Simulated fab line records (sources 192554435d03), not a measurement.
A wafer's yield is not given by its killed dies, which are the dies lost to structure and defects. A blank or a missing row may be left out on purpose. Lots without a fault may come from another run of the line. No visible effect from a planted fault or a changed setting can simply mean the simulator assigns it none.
The tool behind it: which one?	flow n5-finfet	33 wafers from 11 lots sampled at 6 of the route's 1938 steps

== WHAT THE GAUGES SHOWED, per wafer ==
N5_BEOL_M7_CD_MEAS_11 targets a cd of 38.5 nm. Usual: cd-nm at 38.7 nm, with a standard deviation of 0.45.
lot	measured	on	cd-nm (nm)	flag
L846	day 10 04:08	cd-sem-03	38.7 37.8 38.7	
L849	day 11 08:05	cd-sem-02	39.1 38.3 38.6	
L852	day 11 17:06	cd-sem-02	38.1 37.8 39.1	
L850	day 12 07:23	cd-sem-03	38.3 38.9 38.8	
L855	day 12 11:57	cd-sem-03	38.5 38.2 38.5	
L859	day 14 05:05	cd-sem-02	38.7 38.6 38.4	
L862	day 14 22:15	cd-sem-03	42.7 42.7 41.8	OFF
L860	day 14 22:52	cd-sem-01	38.3 38.8 38.4	
L863	day 15 01:17	cd-sem-03	38.4 39.0 39.1	
L866	day 16 06:34	cd-sem-02	41.2 41.0 41.2	OFF
L867	day 16 09:53	cd-sem-01	39.4 39.2 39.4	

N5_BEOL_M7_INSPECT_13: inspects for defects (brightfield). Usual: raw-defect-count at 415, with a standard deviation of 100.
lot	measured	on	raw-defect-count	flag
L846	day 10 04:11	defect-inspect-02	317 287 510	
L849	day 11 08:08	defect-inspect-02	462 511 453	
L852	day 11 17:09	defect-inspect-02	268 456 323	
L850	day 12 07:26	defect-inspect-01	368 397 449	
L855	day 12 12:00	defect-inspect-01	477 514 412	
L859	day 14 05:08	defect-inspect-02	427 441 428	
L862	day 14 22:18	defect-inspect-02	244 264 333	
L860	day 14 22:56	defect-inspect-02	404 294 251	
L863	day 15 01:20	defect-inspect-01	339 625 409	
L866	day 16 06:37	defect-inspect-02	469 372 400	
L867	day 16 10:01	defect-inspect-02	481 555 463	

N5_BEOL_M7_CD_MEAS_18: pitch 80 nm, target cd 40 nm. Usual: cd-nm at 40.1 nm, with a standard deviation of 0.62.
lot	measured	on	cd-nm (nm)	flag
L846	day 10 04:41	cd-sem-03	40.6 39.3 40.1	
L849	day 11 10:21	cd-sem-01	39.9 39.7 40.1	
L852	day 11 17:39	cd-sem-01	39.4 39.2 40.0	
L850	day 12 08:04	cd-sem-03	39.8 40.4 40.0	
L855	day 12 12:30	cd-sem-03	39.4 39.2 39.2	
L859	day 14 05:55	cd-sem-01	40.7 40.3 39.8	
L862	day 15 00:37	cd-sem-03	43.8 43.2 43.6	OFF
L860	day 15 01:22	cd-sem-03	40.0 40.2 40.1	
L863	day 15 05:43	cd-sem-03	41.3 41.1 42.1	
L866	day 16 07:22	cd-sem-01	42.0 42.4 42.0	OFF
L867	day 16 10:59	cd-sem-02	40.8 41.3 41.3	

== WHAT TOOL EACH LOT RAN ON (gives the tool, then ch and the chambers of the sampled wafers, and finally the start) ==
lot	N5_BEOL_M6_PRE_CLEAN_45	N5_BEOL_M6_SURFACE_TREAT_79	N5_BEOL_M7_EXPOSE_08
L846	pvd-sputter-03, day 9 20:43	pvd-sputter-03, day 9 21:05	arfi-scanner-01 ch 0, day 10 04:01
L849	pvd-sputter-02, day 10 21:48	pvd-sputter-02, day 10 22:12	arfi-scanner-01 ch 0, day 11 07:58
L852	pvd-sputter-02, day 11 12:33	pvd-sputter-03, day 11 13:16	arfi-scanner-02 ch 0, day 11 16:59
L850	pvd-sputter-02, day 12 02:08	pvd-sputter-02, day 12 02:31	arfi-scanner-02 ch 0, day 12 07:15
L855	pvd-sputter-01, day 12 07:25	pvd-sputter-01, day 12 07:49	arfi-scanner-03 ch 0, day 12 11:50
L859	pvd-sputter-01, day 13 23:34	pvd-sputter-03, day 14 00:07	arfi-scanner-01 ch 0, day 14 04:58
L862	pvd-sputter-01, day 14 19:11	pvd-sputter-01, day 14 19:32	arfi-scanner-01 ch 0, day 14 22:08
L860	pvd-sputter-03, day 14 19:48	pvd-sputter-03, day 14 20:23	arfi-scanner-03 ch 0, day 14 22:45
L863	pvd-sputter-02, day 14 21:20	pvd-sputter-01, day 14 21:50	arfi-scanner-03 ch 0, day 15 01:09
L866	pvd-sputter-03, day 16 02:27	pvd-sputter-03, day 16 02:57	arfi-scanner-01 ch 0, day 16 06:26
L867	pvd-sputter-03, day 16 05:32	pvd-sputter-03, day 16 05:58	arfi-scanner-02 ch 0, day 16 09:46
- N5_BEOL_M6_PRE_CLEAN_45: time 30 s.
- N5_BEOL_M6_SURFACE_TREAT_79
- N5_BEOL_M7_EXPOSE_08: exposes mask M7.

== AS READ BY THE TOOLS THEMSELVES (means over the sampled wafers that have a number; for cases with no such wafer, the mark the record gives instead) ==
N5_BEOL_M6_PRE_CLEAN_45. Usual: heater-power-w at 331 W, with a standard deviation of 48.
lot	tool	heater-power-w (W)	flag
L846	pvd-sputter-03	311	
L849	pvd-sputter-02	388	
L852	pvd-sputter-02	374	
L850	pvd-sputter-02	387	
L855	pvd-sputter-01	345	
L859	pvd-sputter-01	308	
L862	pvd-sputter-01	302	
L860	pvd-sputter-03	340	
L863	pvd-sputter-02	362	
L866	pvd-sputter-03	323	
L867	pvd-sputter-03	330	

N5_BEOL_M7_EXPOSE_08. Usual: exposure-dose-mJ-cm2 at 68.17, with a standard deviation of 0.077.
lot	tool	exposure-dose-mJ-cm2	flag
L846	arfi-scanner-01	68.21	
L849	arfi-scanner-01	68.24	
L852	arfi-scanner-02	68.21	
L850	arfi-scanner-02	68.16	
L855	arfi-scanner-03	68.16	
L859	arfi-scanner-01	68.16	
L862	arfi-scanner-01	73.29	OFF
L860	arfi-scanner-03	68.26	
L863	arfi-scanner-03	68.03	
L866	arfi-scanner-01	71.44	OFF
L867	arfi-scanner-02	68.00	

== THE ANSWER, worked out from the rows above alone ==
Rule: take the mean of a lot's wafers that have a number; if it is more than 3 standard deviations from the usual mean, the lot is off. Also off: a lot with no number at a reading for which 4 or more lots have one. All remaining lots with rows at the step are treated as sound. First the gauges in route order, then the tools' own readings, where a lot's mean is used as printed above. At the first step where some lot is off, the reading lying furthest off is the one used; lots without a number count as furthest.
Off: L862, L866, at N5_BEOL_M7_CD_MEAS_11 (cd-nm).
If a tool, at a process step before that reading, ran all the lots that are off and no sound lot after the first of them, it fits. Not tried: the gauges at N5_BEOL_M7_CD_MEAS_11; whatever is off there is also off at N5_BEOL_M7_EXPOSE_08, on other tools, and gauge error can't account for it. One candidate fits, namely arfi-scanner-01 at N5_BEOL_M7_EXPOSE_08. Its last sound lot is L859 (day 14 04:58), its first lot that is off L862 (day 14 22:08): a fault that began between those two fits.
The tool's own readings at N5_BEOL_M7_EXPOSE_08 bear it out: on the lots that are off they differ by more than 5 times the standard deviation of the sound lots' means. exposure-dose-mJ-cm2 reads 72.37 there against 68.16 on the sound lots.

== WHAT THE SIMULATOR HAD PUT IN ==
Drift in process parameters on arfi-scanner-01 at N5_BEOL_M7_EXPOSE_08, starting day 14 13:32. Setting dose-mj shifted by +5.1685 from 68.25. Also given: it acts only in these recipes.
Lots struck among those shown: L862, L866. The same result came from the rule above.
